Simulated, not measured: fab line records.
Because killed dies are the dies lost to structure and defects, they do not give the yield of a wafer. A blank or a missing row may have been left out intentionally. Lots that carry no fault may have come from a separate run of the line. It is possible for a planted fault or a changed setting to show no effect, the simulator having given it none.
fab line records	flow n5-finfet
record lots=9	wafers=27	last-day=16
route steps=1938 shown STI_FIN_REVEAL@196 SD_EPI_N@281 BEOL_M4@1085 BEOL_M5@1115 PASSIVATION@1936
lots that met no fault: from a run of the same line without faults
start-h: the number of hours between the record's first day and the start of the first shown wafer of the lot	wait-h: time in hours since the lot's previous step	" identical to the entry in the row above	L1.1+2: a row that stands for several wafers	- either no value or no given start	* or withheld: withheld	< > ~ a bound
route shown NAME@n: NAME is a module with steps in the file, n the number in the route of the first one	usual: average and standard deviation across the fault-free wafers	same: alike in all rows	chamber/n: place in a boat	sites: readings site by site	_std_site: the standard deviation of these	_edge_site: the outer-site mean with the inner-site mean subtracted	radius-mm: how far each site lies from the wafer's centre	mask NAME#n: copy n	behind: tool/chamber where the wafer was last shaped	hold: why the lot was held/for how many hours/how that ended	device: whichever transistor did not switch (one of n, p or np)	end of line: at the end of the route, the tests of the same wafers	a step with no rows: only its recipe	killed: dies lost to structure and defects at the first sort, not the wafer's yield	map: a wafer's dies, x killed, . not, _ none there
set.NAME: setting as actually run; set.NAME@STEP: the setting as run at that earlier step	model.NAME: the simulator's own value behind a step, which no gauge read
the route's steps for a sample of lots (tables are steps, rows are wafers)
services: a tool's chamber out of use, with start hour (start-h, from the record's first day; less than 0 if before it), hours out, and reason
## steps
# step N5_STI_FIN_REVEAL_RECESS_09
# recipe chemistry=HF/NH3	target=SiO2	afs-cycles=11	target-depth-a=425	temp-c=30	sublimation-temp-c=180	sublimation-time-s=60
# usual drypump-motor-current-A=5.4/0.38
lot.wafer	tool	chamber	start-h	wait-h	drypump-motor-current-A
L930.1	vapor-etch-02	0	36.67	0.0	5.2
L930.2	"	1	"	"	4.9
L930.4	"	0	"	"	5.2
L936.1	vapor-etch-01	0	72.24	0.0	5.4
L936.2	"	1	"	"	5.9
L936.4	"	0	"	"	5.4
L938.1	vapor-etch-02	0	82.50	0.0	5.2
L938.2	"	1	"	"	4.9
L938.6	"	1	83.56	1.1	4.9
L939.1	vapor-etch-01	1	88.93	0.3	5.9
L939.2	"	0	"	"	5.3
L939.5	"	1	89.99	1.4	5.9
L940.2	vapor-etch-02	1	94.26	0.0	4.9
L940.4	"	1	"	"	4.9
L940.5	"	0	"	"	5.2
L942.1	vapor-etch-02	0	108.54	0.0	5.2
L942.4	"	1	"	"	4.9
L942.5	"	0	"	"	5.2
L943.1	vapor-etch-02	0	111.75	0.0	5.2
L943.4	"	1	"	"	4.9
L943.5	"	0	"	"	5.2
L944.1	vapor-etch-01	1	121.69	0.0	5.9
L944.3	"	0	"	"	5.4
L944.6	"	1	"	"	5.9
L947.2	vapor-etch-02	0	136.84	0.0	5.2
L947.3	"	1	"	"	5.0
L947.5	"	1	"	"	4.9
# step N5_SD_EPI_N_SD_RECESS_17
# recipe chemistry=HBr/Cl2/O2	target-depth-a=410	mask-material=SOC	time-s=23.7	bt-time-s=3	pressure-mtorr=10	icp-w=800	bias-w=112	HBr_flow_sccm=150	Cl2_flow_sccm=80	O2_flow_sccm=12
# usual chamber-pressure-mTorr=10.001/0.0087	drypump-motor-current-A=5.8/0.52	oes-product-au=0.999/0.02	throttle-valve-pct=37.3/0.38
# same bt-time-s=3
lot.wafer	tool	chamber	start-h	wait-h	chamber-pressure-mTorr	drypump-motor-current-A	oes-product-au	rf-hours-counter-h	throttle-valve-pct
L930.1	rie-si-05	2	52.61	0.0	10.007	4.8	0.968	72	37.4
L930.2	"	0	"	"	10.007	5.8	1.020	67	37.2
L930.4	"	1	"	"	10.005	5.4	1.018	2	37.2
L936.1	rie-si-02	1	89.97	0.0	10.004	6.3	1.005	94	37.4
L936.2	"	2	"	"	9.997	6.0	0.979	8	36.7
L936.4	"	0	"	"	10.004	6.4	1.008	84	37.5
L938.1	rie-si-01	3	99.95	0.0	9.984	5.3	1.025	86	37.0
L938.2	"	2	"	"	10.016	5.3	1.023	80	37.1
L938.6	"	2	"	"	10.008	5.4	1.018	-	37.1
L939.1	rie-si-05	2	103.53	0.0	10.011	4.8	0.974	73	37.4
L939.2	"	1	"	"	10.004	5.5	1.013	3	37.2
L939.5	"	0	"	"	10.017	5.7	1.026	-	37.2
L940.2	rie-si-05	3	112.90	0.0	9.992	6.5	0.973	3	38.1
L940.4	"	1	"	"	9.994	5.4	1.005	3	37.2
L940.5	"	0	"	"	10.000	5.8	1.029	-	37.2
L942.1	rie-si-05	3	124.02	0.0	9.996	6.5	0.981	4	38.1
L942.4	"	2	"	"	10.000	4.8	0.973	73	37.4
L942.5	"	2	"	"	9.996	4.8	0.974	-	37.4
L943.1	rie-si-05	1	128.14	0.0	10.008	5.5	1.005	3	37.2
L943.4	"	3	"	"	10.000	6.4	0.978	4	38.2
L943.5	"	2	"	"	10.007	4.8	0.978	-	37.4
L944.1	rie-si-05	0	136.19	0.0	10.001	5.8	1.030	68	37.2
L944.3	"	3	"	"	9.987	6.5	0.975	4	38.2
L944.6	"	2	"	"	9.998	4.8	0.974	-	37.4
L947.2	rie-si-05	0	151.20	0.0	10.006	5.7	1.032	68	37.2
L947.3	"	3	"	"	10.011	6.5	0.961	4	38.2
L947.5	"	2	"	"	10.014	4.8	0.976	-	37.4
# step N5_BEOL_M4_ANNEAL_49
# recipe temp-c=400	time-s=240	ambient=vacuum
# usual heater-power-w=810/96	susceptor_temp_C_max=401.0/0.44
lot.wafer	tool	chamber	start-h	wait-h	heater-power-w	susceptor_temp_C_max
L930.1	pvd-sputter-01	-	153.68	0.0	913	401.0
L930.2	"	-	"	"	719	400.2
L930.4	"	-	"	"	748	400.7
L936.1	pvd-sputter-01	-	198.26	0.0	870	401.7
L936.2	"	-	"	"	704	400.5
L936.4	"	-	"	"	905	400.8
L938.1	pvd-sputter-01	-	206.02	0.0	722	400.6
L938.2	"	-	"	"	758	400.6
L938.6	"	-	"	"	729	401.0
L939.1	pvd-sputter-03	-	213.29	0.0	760	400.9
L939.2	"	-	"	"	764	400.4
L939.5	"	-	"	"	759	400.7
L940.2	pvd-sputter-01	-	221.38	0.0	769	400.6
L940.4	"	-	"	"	867	401.0
L940.5	"	-	"	"	865	401.2
L942.1	pvd-sputter-01	-	232.14	0.0	724	400.6
L942.4	"	-	"	"	931	401.4
L942.5	"	-	"	"	733	400.7
L943.1	pvd-sputter-02	-	241.58	0.0	890	401.1
L943.4	"	-	"	"	715	401.2
L943.5	"	-	"	"	710	400.0
L944.1	pvd-sputter-01	-	248.52	0.0	755	400.9
L944.3	"	-	"	"	885	401.3
L944.6	"	-	"	"	912	401.4
L947.2	pvd-sputter-01	-	257.11	0.0	718	400.3
L947.3	"	-	"	"	870	401.2
L947.5	"	-	"	"	906	401.1
# step N5_BEOL_M4_SPUTTER_79
# recipe material=Cu	target-thk-a=45	temp-c=-20	chamber-pressure-pa=0.07	power-w=withheld	time-s=8.29
# usual throttle-valve-pct=29.7/0.9
lot.wafer	tool	chamber	start-h	wait-h	throttle-valve-pct
L930.1	pvd-sputter-01	-	153.82	0.1	30.0
L930.2	"	-	"	"	30.1
L930.4	"	-	"	"	30.6
L936.1	pvd-sputter-01	-	198.40	0.1	28.6
L936.2	"	-	"	"	29.9
L936.4	"	-	"	"	30.0
L938.1	pvd-sputter-01	-	206.16	0.1	30.3
L938.2	"	-	"	"	30.6
L938.6	"	-	"	"	30.1
L939.1	pvd-sputter-03	-	213.43	0.1	30.5
L939.2	"	-	"	"	29.7
L939.5	"	-	"	"	30.4
L940.2	pvd-sputter-01	-	221.52	0.1	30.7
L940.4	"	-	"	"	28.6
L940.5	"	-	"	"	28.7
L942.1	pvd-sputter-01	-	232.28	0.1	30.1
L942.4	"	-	"	"	30.2
L942.5	"	-	"	"	30.2
L943.1	pvd-sputter-02	-	241.72	0.1	29.1
L943.4	"	-	"	"	28.7
L943.5	"	-	"	"	31.0
L944.1	pvd-sputter-01	-	248.66	0.1	30.8
L944.3	"	-	"	"	30.4
L944.6	"	-	"	"	30.3
L947.2	pvd-sputter-01	-	257.25	0.1	30.0
L947.3	"	-	"	"	28.6
L947.5	"	-	"	"	30.5
# step N5_BEOL_M4_RC_MEAS_101
# usual DIBL_N=36.7/2.4	DIBL_P=37.4/2.9	IOFF_N=0.18/0.05	IOFF_P=0.23/0.058	ION_N=683/16	ION_P=467/11	SS_N=71.7/0.77	SS_P=73.5/0.87	VT_N=249/4.3	VT_P=-250/4.4
lot.wafer	tool	chamber	start-h	wait-h	DIBL_N[mV/V]	DIBL_P[mV/V]	IOFF_N[nA/um]	IOFF_P[nA/um]	ION_N[uA/um]	ION_P[uA/um]	SS_N[mV/dec]	SS_P[mV/dec]	VT_N[mV]	VT_P[mV]
L930.1	prober-01	0	157.25	0.8	38.7	41.7	0.22	0.29	691	467	72.6	75.5	244	-248
L930.2	"	0	"	"	35.2	37.8	0.16	0.22	671	461	71.3	73.5	251	-251
L930.4	"	0	"	"	33.1	33.2	0.11	0.14	657	456	71.1	72.6	254	-257
L936.1	prober-01	0	201.04	0.0	36.1	36.6	0.17	0.26	687	481	71.3	73.1	246	-246
L936.2	"	0	"	"	37.2	36.7	0.17	0.24	664	454	72.0	73.6	249	-246
L936.4	"	0	"	"	36.5	36.5	0.17	0.24	688	474	71.9	73.3	249	-248
L938.1	prober-01	0	209.16	0.0	39.1	37.9	0.23	0.31	676	473	73.1	73.8	245	-244
L938.2	"	0	"	"	35.8	35.5	0.16	0.25	682	475	71.4	73.0	250	-248
L938.6	"	0	"	"	39.2	39.8	0.24	0.35	699	477	71.8	74.4	244	-241
L939.1	prober-01	0	216.10	0.0	38.4	38.5	0.19	0.28	692	482	72.2	74.2	249	-246
L939.2	"	0	"	"	38.5	38.8	0.21	0.29	703	484	72.1	73.7	245	-246
L939.5	"	0	"	"	37.4	36.5	0.18	0.26	680	470	72.1	73.5	245	-246
L940.2	prober-01	0	224.37	0.2	41.1	42.0	0.25	0.24	699	458	73.2	74.5	246	-251
L940.4	"	0	"	"	33.5	33.5	0.11	0.13	681	466	70.7	72.6	253	-259
L940.5	"	0	"	"	36.9	37.0	0.16	0.17	680	450	72.0	73.5	250	-256
L942.1	prober-02	0	235.22	0.0	34.1	33.5	0.12	0.18	677	468	69.9	72.7	252	-252
L942.4	"	0	"	"	34.8	34.8	0.13	0.19	684	477	71.2	73.0	252	-249
L942.5	"	0	"	"	35.5	36.5	0.16	0.23	711	484	70.5	73.3	246	-246
L943.1	prober-01	0	244.39	0.0	39.9	40.6	0.24	0.30	686	472	72.7	74.0	245	-245
L943.4	"	0	"	"	40.1	41.1	0.24	0.30	701	468	73.2	74.5	249	-246
L943.5	"	0	"	"	38.0	40.3	0.19	0.28	673	465	71.8	74.7	247	-243
L944.1	prober-02	0	251.41	0.0	40.2	40.8	0.23	0.29	690	473	73.1	74.3	243	-246
L944.3	"	0	"	"	36.4	36.5	0.16	0.22	691	476	71.3	72.9	247	-249
L944.6	"	0	"	"	40.9	42.7	0.29	0.33	711	480	72.8	74.5	238	-242
L947.2	prober-02	0	260.05	0.2	39.8	37.7	0.30	0.22	656	450	76.1	74.1	252	-249
L947.3	"	0	"	"	35.8	35.0	0.17	0.18	660	453	72.4	72.8	256	-253
L947.5	"	0	"	"	38.1	37.2	0.21	0.21	652	449	73.6	73.4	253	-252
# step N5_BEOL_M5_PECVD_70
# recipe material=SiO2	target-thk-a=160	temp-c=400	precursor=TEOS/O2	pressure-torr=5.5	rf-w=450	teos-flow-sccm=53.8	gas=O2	flow-sccm=3000	time-s=18
# usual heater-power-w=684/93	showerhead-plenum-p-Torr=8.80/0.053	throttle-valve-pct=22.9/1.3
lot.wafer	tool	chamber	start-h	wait-h	heater-power-w	showerhead-plenum-p-Torr	throttle-valve-pct
L930.1	pecvd-01	0	158.83	0.0	576	8.68	21.6
L930.2	"	1	"	"	805	8.89	26.1
L930.4	"	0	"	"	578	8.70	21.7
L936.1	pecvd-01	1	202.70	0.0	790	8.93	25.9
L936.2	"	0	"	"	580	8.71	21.7
L936.4	"	1	"	"	813	8.93	26.1
L938.1	pecvd-03	0	210.73	0.0	673	8.81	22.8
L938.2	"	2	"	"	572	8.81	21.4
L938.6	"	0	"	"	690	8.83	22.7
L939.1	pecvd-03	1	217.69	0.0	592	8.78	23.5
L939.2	"	0	"	"	652	8.82	22.8
L939.5	"	2	"	"	612	8.84	21.5
L940.2	pecvd-03	0	225.78	0.0	635	8.84	22.6
L940.4	"	1	"	"	661	8.80	23.5
L940.5	"	2	"	"	566	8.83	21.3
L942.1	pecvd-03	1	236.80	0.0	678	8.76	23.6
L942.4	"	0	"	"	665	8.82	22.7
L942.5	"	1	"	"	674	8.81	23.6
L943.1	pecvd-03	1	246.52	0.0	682	8.77	23.4
L943.4	"	0	"	"	701	8.81	22.5
L943.5	"	1	"	"	682	8.78	23.6
L944.1	pecvd-03	1	252.98	0.0	708	8.80	23.9
L944.3	"	0	"	"	735	8.84	22.9
L944.6	"	2	"	"	596	8.80	21.9
L947.2	pecvd-02	2	261.48	0.0	863	8.73	21.9
L947.3	"	0	"	"	773	8.76	24.4
L947.5	"	0	"	"	765	8.76	24.3
# step N5_PASSIVATION_PROBE_49
# usual defect-limited-yield=91.4/1.6	killed_at_M0_to_M3=31/11	killed_at_M4_up=14/5.7	killed-at-contacts=12/6	killed-at-front-end=41/13	killed-at-other=3.3/2.8	killed-dies=101/19	killed-on-rim=13/3.9	killed-open=67/14	killed-short=33/8.2	sort_bin_4_leakage=0.0/0.37	sort_bin_5_function=5.0/1.1	sort_bin_6_memory=3.3/0.74	sort-n-pass=1078/20	sort-yield-pct=91.3/1.7
# same gross-dies=1180	killed-at-back-side=0	sort_bin_8_speed[%]=0
lot.wafer	tool	chamber	start-h	wait-h	defect-limited-yield[%]	killed_at_M0_to_M3	killed_at_M4_up	killed-at-contacts	killed-at-front-end	killed-at-other	killed-dies	killed-on-rim	killed-open	killed-short	sort_bin_4_leakage[%]	sort_bin_5_function[%]	sort_bin_6_memory[%]	sort-n-pass	sort-yield-pct[%]
L930.1	prober-02	-	254.75	0.0	94.2	14	11	4	38	1	68	10	36	31	0	3.2	2.1	1112	94.2
L930.2	prober-02	-	254.80	0.1	92.8	26	13	1	43	2	85	9	59	26	0	4.7	2.3	1095	92.8
L930.4	prober-02	-	254.90	0.2	92.5	18	9	5	54	3	89	12	55	25	0	4.2	2.6	1091	92.5
L936.1	prober-02	-	306.35	0.0	91.5	33	3	13	51	0	100	21	55	45	0	5.0	3.2	1080	91.5
L936.2	prober-02	-	306.40	0.1	91.9	28	14	15	39	0	96	11	63	30	0	4.6	3.2	1084	91.9
L936.4	prober-02	-	306.50	0.2	94.3	23	3	11	29	1	67	9	44	23	0	2.7	2.6	1113	94.3
L940.2	prober-01	-	324.61	0.1	91.2	38	14	7	44	1	104	12	61	42	0	4.4	3.7	1076	91.2
L940.4	prober-01	-	324.71	0.2	87.9	47	4	14	74	4	143	18	87	53	0	6.2	5.1	1037	87.9
L940.5	prober-01	-	324.76	0.2	87.1	43	23	8	77	1	152	12	100	43	0	7.3	4.8	1028	87.1
L942.1	prober-02	-	334.41	0.0	89.1	64	7	4	51	3	129	22	81	48	0	6.2	4.1	1051	89.1
L942.4	prober-02	-	334.56	0.2	91.9	35	15	5	38	3	96	12	63	31	0	5.1	2.9	1084	91.9
L942.5	prober-02	-	334.61	0.2	93.1	30	12	6	32	1	81	10	49	32	0	3.6	2.7	1099	93.1
L943.1	prober-01	-	354.77	0.0	91.9	19	21	6	46	3	95	10	77	17	0	5.2	2.8	1085	91.9
L943.4	prober-01	-	354.92	0.2	91.4	22	18	7	50	5	102	12	69	31	0	5.8	2.9	1078	91.4
L943.5	prober-01	-	354.97	0.2	89.3	32	28	10	52	4	126	13	83	42	0	5.9	4.2	1054	89.3
L947.2	prober-01	-	371.98	0.1	89.7	42	13	6	57	3	121	15	76	44	0.9	6.2	3.7	1048	88.8
# killed by level:class
L930.1 GATE_CUT:geometric-particle:short=7 STI_FIN_REVEAL:geometric-particle:open=5 DUMMY_GATE:geometric-particle:open=5 GATE_CUT:geometric-particle:open=5 FIN_SAQP:geometric-particle:short=4 MOL_CONTACT_COAG:geometric-particle:open=4 BEOL_M0_SAQP:geometric-particle:short=4 BEOL_M2:geometric-particle:open=4
L930.2 STI_FIN_REVEAL:geometric-particle:open=10 FIN_SAQP:geometric-particle:open=9 BEOL_M4:geometric-particle:open=9 BEOL_M2:geometric-particle:open=8 FIN_SAQP:geometric-particle:short=7 BEOL_M0_SAQP:geometric-particle:open=6 BEOL_M3:geometric-particle:open=5 GATE_CUT:geometric-particle:short=4
L930.4 FIN_SAQP:geometric-particle:open=10 DUMMY_GATE:geometric-particle:open=8 HKMG_FIN:area-etch=7 FIN_SAQP:geometric-particle:short=6 STI_FIN_REVEAL:geometric-particle:open=6 DUMMY_GATE:geometric-particle:short=5 STARTING-WAFER:geometric-particle:open=5 MOL_CONTACT_COAG:geometric-particle:open=4
L936.1 FIN_SAQP:geometric-particle:short=12 STI_FIN_REVEAL:geometric-particle:open=12 MOL_CONTACT_COAG:geometric-particle:open=8 BEOL_M2:geometric-particle:open=8 BEOL_M0_SAQP:geometric-particle:short=6 GATE_CUT:geometric-particle:short=6 BEOL_M0_SAQP:geometric-particle:open=6 MOL_CONTACT_COAG:geometric-particle:short=5
L936.2 MOL_CONTACT_COAG:geometric-particle:open=13 BEOL_M1:geometric-particle:open=10 FIN_SAQP:geometric-particle:open=7 BEOL_M4:geometric-particle:open=7 FIN_SAQP:geometric-particle:short=6 STARTING-WAFER:geometric-particle:short=5 STI_FIN_REVEAL:geometric-particle:open=4 DUMMY_GATE:geometric-particle:open=4
L936.4 MOL_CONTACT_COAG:geometric-particle:open=10 BEOL_M3:geometric-particle:open=8 DUMMY_GATE:geometric-particle:open=7 FIN_SAQP:geometric-particle:short=4 BEOL_M0_SAQP:geometric-particle:short=4 STARTING-WAFER:geometric-particle:open=4 STI_FIN_REVEAL:geometric-particle:open=3 GATE_CUT:geometric-particle:short=3
L940.2 FIN_SAQP:geometric-particle:short=14 BEOL_M2:geometric-particle:open=13 FIN_SAQP:geometric-particle:open=7 BEOL_M0_SAQP:geometric-particle:short=7 STI_FIN_REVEAL:geometric-particle:open=6 BEOL_M0_SAQP:geometric-particle:open=6 BEOL_M1:geometric-particle:open=6 MOL_CONTACT_COAG:geometric-particle:open=5
L940.4 FIN_SAQP:geometric-particle:short=28 FIN_SAQP:geometric-particle:open=15 BEOL_M0_SAQP:geometric-particle:open=12 MOL_CONTACT_COAG:geometric-particle:open=11 STI_FIN_REVEAL:geometric-particle:open=10 BEOL_M1:geometric-particle:open=8 BEOL_M0_SAQP:geometric-particle:short=7 BEOL_M0:geometric-particle:open=6
L940.5 STI_FIN_REVEAL:geometric-particle:open=23 FIN_SAQP:geometric-particle:short=14 BEOL_M3:geometric-particle:open=13 BEOL_M0_SAQP:geometric-particle:open=12 BEOL_M5:geometric-particle:open=9 BEOL_M4:geometric-particle:open=7 MOL_CONTACT_COAG:geometric-particle:open=6 HKMG_FIN:area-etch=6
L942.1 BEOL_M0_SAQP:geometric-particle:short=23 BEOL_M0_SAQP:geometric-particle:open=19 FIN_SAQP:geometric-particle:open=12 FIN_SAQP:geometric-particle:short=9 GATE_CUT:geometric-particle:open=8 GATE_CUT:geometric-particle:short=7 BEOL_M3:geometric-particle:open=7 STI_FIN_REVEAL:geometric-particle:open=6
L942.4 DUMMY_GATE:geometric-particle:open=8 BEOL_M0_SAQP:geometric-particle:open=8 BEOL_M1:geometric-particle:open=8 STI_FIN_REVEAL:geometric-particle:open=6 BEOL_M4:geometric-particle:open=6 FIN_SAQP:geometric-particle:open=5 ILD0:geometric-particle:short=5 BEOL_M0_SAQP:geometric-particle:short=5
L942.5 BEOL_M0_SAQP:geometric-particle:short=9 BEOL_M1:geometric-particle:open=8 STI_FIN_REVEAL:geometric-particle:open=7 GATE_CUT:geometric-particle:short=6 BEOL_M0_SAQP:geometric-particle:open=6 MOL_CONTACT_COAG:geometric-particle:open=5 FIN_SAQP:geometric-particle:short=3 DUMMY_GATE:geometric-particle:open=3
L943.1 STI_FIN_REVEAL:geometric-particle:open=25 BEOL_M4:geometric-particle:open=12 MOL_CONTACT_COAG:geometric-particle:open=6 FIN_SAQP:geometric-particle:open=5 STARTING-WAFER:geometric-particle:open=5 STI_FIN_REVEAL:geometric-particle:short=3 BEOL_M0_SAQP:geometric-particle:open=3 BEOL_M1:geometric-particle:open=3
L943.4 STI_FIN_REVEAL:geometric-particle:open=25 FIN_SAQP:geometric-particle:short=8 MOL_CONTACT_COAG:geometric-particle:open=7 BEOL_M4:geometric-particle:open=7 BEOL_M3:geometric-particle:open=5 STI_FIN_REVEAL:geometric-particle:short=4 GATE_CUT:geometric-particle:open=4 BEOL_M0_SAQP:geometric-particle:open=4
L943.5 STI_FIN_REVEAL:geometric-particle:open=26 BEOL_M4:geometric-particle:open=13 BEOL_M0_SAQP:geometric-particle:short=9 MOL_CONTACT_COAG:geometric-particle:open=8 GATE_CUT:geometric-particle:short=6 BEOL_M2:geometric-particle:open=6 STI_FIN_REVEAL:geometric-particle:short=4 BEOL_M1:geometric-particle:short=4
L947.2 FIN_SAQP:geometric-particle:open=15 BEOL_M0_SAQP:geometric-particle:open=12 STI_FIN_REVEAL:geometric-particle:open=9 BEOL_M0_SAQP:geometric-particle:short=9 FIN_SAQP:geometric-particle:short=8 BEOL_M1:geometric-particle:open=8 BEOL_M4:geometric-particle:open=7 STI_FIN_REVEAL:geometric-particle:short=5
## services
tool	chamber	start-h	hours	kind
pecvd-01	-	13.96	0.6	repair
pecvd-03	2	21.16	-	clean
pecvd-03	2	21.16	-	consumable-replace:showerhead
pecvd-03	2	21.16	29.0	scheduled-down
pecvd-03	2	21.16	29.0	vent-cycle
pecvd-02	-	22.09	2.8	pm
pecvd-02	0	25.70	6.3	repair
rie-si-02	-	41.58	2.8	pm
rie-si-01	1	42.02	3.6	repair
pvd-sputter-03	-	44.57	1.5	repair
rie-si-01	0	53.77	3.4	repair
rie-si-05	2	62.70	5.8	repair
pecvd-01	-	65.20	12.1	repair
vapor-etch-02	-	87.14	2.2	repair
pecvd-02	-	130.66	0.8	repair
pecvd-03	-	164.72	2.6	repair
pecvd-03	0	172.87	5.5	scheduled-down
rie-si-01	-	185.43	5.4	repair
rie-si-02	2	193.02	2.7	repair
pecvd-02	-	212.28	0.4	repair
rie-si-05	-	229.08	0.5	repair
pecvd-02	-	245.19	5.5	pm
rie-si-05	2	253.72	7.3	repair
rie-si-05	-	260.96	2.2	repair
## key
first-sign step=N5_BEOL_M4_RC_MEAS_101	reading=SS_N	direction=up	sigmas=3.1	usual=71.7	struck=74.0
effect none on later readings
met-at N5_STI_FIN_REVEAL_RECESS_09,N5_SD_EPI_N_SD_RECESS_17
struck-lots L947
not-acting-at N5_BEOL_M4_ANNEAL_49,N5_BEOL_M4_SPUTTER_79,N5_BEOL_M5_PECVD_70
onset-between 136.19 136.84
also-fits time
fault kind=process-parameter-drift	tool=vapor-etch-02	chamber=-	onset-h=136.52	steps=N5_STI_FIN_REVEAL_RECESS_09	channel=target-depth-a	offset=-13.824	shape=step	end-h=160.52	acts-in=these-recipes-only	stated=425
fault kind=process-parameter-drift	tool=rie-si-05	chamber=-	onset-h=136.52	steps=N5_SD_EPI_N_SD_RECESS_17	channel=time-s	offset=*	shape=step	end-h=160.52	acts-in=*	stated=*
